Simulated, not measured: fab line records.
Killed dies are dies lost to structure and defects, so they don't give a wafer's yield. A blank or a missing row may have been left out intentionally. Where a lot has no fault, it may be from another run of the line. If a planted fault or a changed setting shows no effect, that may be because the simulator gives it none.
Matching of chambers || flow n5_finfet || N5_BEOL_M4_ETCH_74 on rie_diel-02: 4 sister chambers
The step etches underlayer in N2/H2, target depth 6.5 nm, time 5.2 s. 20 wafers are shown with their chamber, then 10 later ones without.

## WAFERS PAIRED WITH THEIR CHAMBERS
{"wafer": "L074.2", "chamber": 3, "drypump_motor_current_A (A)": 5.7, "showerhead_plenum_p_Torr (Torr)": 2.47, "throttle_valve_pct (%)": 17.29}
{"wafer": "L074.3", "chamber": 2, "drypump_motor_current_A (A)": 5.2, "showerhead_plenum_p_Torr (Torr)": 2.65, "throttle_valve_pct (%)": 17.56}
{"wafer": "L074.5", "chamber": 1, "drypump_motor_current_A (A)": 5.5, "showerhead_plenum_p_Torr (Torr)": 2.52, "throttle_valve_pct (%)": 18.30}
{"wafer": "L078.2", "chamber": 2, "drypump_motor_current_A (A)": 5.2, "showerhead_plenum_p_Torr (Torr)": 2.63, "throttle_valve_pct (%)": 17.64}
{"wafer": "L078.3", "chamber": 3, "drypump_motor_current_A (A)": 5.7, "showerhead_plenum_p_Torr (Torr)": 2.46, "throttle_valve_pct (%)": 17.32}
{"wafer": "L078.6", "chamber": 0, "drypump_motor_current_A (A)": 6.4, "showerhead_plenum_p_Torr (Torr)": 2.54, "throttle_valve_pct (%)": 17.84}
{"wafer": "L083.1", "chamber": 3, "drypump_motor_current_A (A)": 5.7, "showerhead_plenum_p_Torr (Torr)": 2.46, "throttle_valve_pct (%)": 17.35}
{"wafer": "L083.2", "chamber": 1, "drypump_motor_current_A (A)": 5.4, "showerhead_plenum_p_Torr (Torr)": 2.52, "throttle_valve_pct (%)": 17.93}
{"wafer": "L083.5", "chamber": 0, "drypump_motor_current_A (A)": 6.3, "showerhead_plenum_p_Torr (Torr)": 2.54, "throttle_valve_pct (%)": 17.85}
{"wafer": "L082.1", "chamber": 1, "drypump_motor_current_A (A)": 5.5, "showerhead_plenum_p_Torr (Torr)": 2.51, "throttle_valve_pct (%)": 17.96}
{"wafer": "L082.2", "chamber": 0, "drypump_motor_current_A (A)": 6.3, "showerhead_plenum_p_Torr (Torr)": 2.53, "throttle_valve_pct (%)": 17.85}
{"wafer": "L082.5", "chamber": 3, "drypump_motor_current_A (A)": 5.7, "showerhead_plenum_p_Torr (Torr)": 2.46, "throttle_valve_pct (%)": 17.36}
{"wafer": "L086.1", "chamber": 3, "drypump_motor_current_A (A)": 5.7, "showerhead_plenum_p_Torr (Torr)": 2.45, "throttle_valve_pct (%)": 17.36}
{"wafer": "L086.2", "chamber": 2, "drypump_motor_current_A (A)": 5.2, "showerhead_plenum_p_Torr (Torr)": 2.63, "throttle_valve_pct (%)": 17.66}
{"wafer": "L086.4", "chamber": 0, "drypump_motor_current_A (A)": 6.3, "showerhead_plenum_p_Torr (Torr)": 2.53, "throttle_valve_pct (%)": 17.84}
{"wafer": "L089.1", "chamber": 3, "drypump_motor_current_A (A)": 5.7, "showerhead_plenum_p_Torr (Torr)": 2.45, "throttle_valve_pct (%)": 17.38}
{"wafer": "L089.3", "chamber": 0, "drypump_motor_current_A (A)": 6.3, "showerhead_plenum_p_Torr (Torr)": 2.53, "throttle_valve_pct (%)": 17.89}
{"wafer": "L089.5", "chamber": 2, "drypump_motor_current_A (A)": 5.2, "showerhead_plenum_p_Torr (Torr)": 2.62, "throttle_valve_pct (%)": 17.63}
{"wafer": "L090.1", "chamber": 3, "drypump_motor_current_A (A)": 5.7, "showerhead_plenum_p_Torr (Torr)": 2.45, "throttle_valve_pct (%)": 17.39}
{"wafer": "L090.2", "chamber": 1, "drypump_motor_current_A (A)": 5.5, "showerhead_plenum_p_Torr (Torr)": 2.51, "throttle_valve_pct (%)": 17.98}

SIGNATURES (averages over the wafers above)
{"reading": "drypump_motor_current_A", "chamber 0": 6.320, "chamber 1": 5.475, "chamber 2": 5.200, "chamber 3": 5.700, "scatter within a chamber": 0.0311}
{"reading": "showerhead_plenum_p_Torr", "chamber 0": 2.5340, "chamber 1": 2.5150, "chamber 2": 2.6325, "chamber 3": 2.4571, "scatter within a chamber": 0.00805}
{"reading": "throttle_valve_pct", "chamber 0": 17.8540, "chamber 1": 18.0425, "chamber 2": 17.6225, "chamber 3": 17.3500, "scatter within a chamber": 0.0807}
Rule: a wafer's distance from a chamber is the root of the sum, over the readings, of the square of ((its reading less the chamber's mean) divided by the reading's scatter). If the next closest chamber is less than 2 further off than the closest, the wafer can't be placed; otherwise it belongs to the closest. How the scatter is found: for the shown wafers, subtract from each reading the mean of its chamber, square and add these, divide the total by (wafers less chambers), then take the root.

## WAFERS WITH NO CHAMBER GIVEN
{"wafer": "L090.4", "drypump_motor_current_A (A)": 6.3, "showerhead_plenum_p_Torr (Torr)": 2.53, "throttle_valve_pct (%)": 17.88}
{"wafer": "L092.3", "drypump_motor_current_A (A)": 5.5, "showerhead_plenum_p_Torr (Torr)": 2.51, "throttle_valve_pct (%)": 17.97}
{"wafer": "L092.4", "drypump_motor_current_A (A)": 6.3, "showerhead_plenum_p_Torr (Torr)": 2.53, "throttle_valve_pct (%)": 17.89}
{"wafer": "L092.5", "drypump_motor_current_A (A)": 5.2, "showerhead_plenum_p_Torr (Torr)": 2.62, "throttle_valve_pct (%)": 17.70}
{"wafer": "L096.3", "drypump_motor_current_A (A)": 5.5, "showerhead_plenum_p_Torr (Torr)": 2.51, "throttle_valve_pct (%)": 17.98}
{"wafer": "L096.5", "drypump_motor_current_A (A)": 6.3, "showerhead_plenum_p_Torr (Torr)": 2.53, "throttle_valve_pct (%)": 17.89}
{"wafer": "L096.6", "drypump_motor_current_A (A)": 5.7, "showerhead_plenum_p_Torr (Torr)": 2.45, "throttle_valve_pct (%)": 17.41}
{"wafer": "L097.1", "drypump_motor_current_A (A)": 5.7, "showerhead_plenum_p_Torr (Torr)": 2.45, "throttle_valve_pct (%)": 17.40}
{"wafer": "L097.3", "drypump_motor_current_A (A)": 6.4, "showerhead_plenum_p_Torr (Torr)": 2.52, "throttle_valve_pct (%)": 17.90}
{"wafer": "L097.5", "drypump_motor_current_A (A)": 5.7, "showerhead_plenum_p_Torr (Torr)": 2.45, "throttle_valve_pct (%)": 17.39}

## THE CHAMBER EACH PASSED THROUGH
{"wafer": "L090.4", "from the rows above": 0, "in truth": 0}
{"wafer": "L092.3", "from the rows above": 1, "in truth": 1}
{"wafer": "L092.4", "from the rows above": 0, "in truth": 0}
{"wafer": "L092.5", "from the rows above": 2, "in truth": 2}
{"wafer": "L096.3", "from the rows above": 1, "in truth": 1}
{"wafer": "L096.5", "from the rows above": 0, "in truth": 0}
{"wafer": "L096.6", "from the rows above": 3, "in truth": 3}
{"wafer": "L097.1", "from the rows above": 3, "in truth": 3}
{"wafer": "L097.3", "from the rows above": 0, "in truth": 0}
{"wafer": "L097.5", "from the rows above": 3, "in truth": 3}
Placed correctly: 10 of 10. Not placeable from these rows: 0. Placed wrongly: 0.
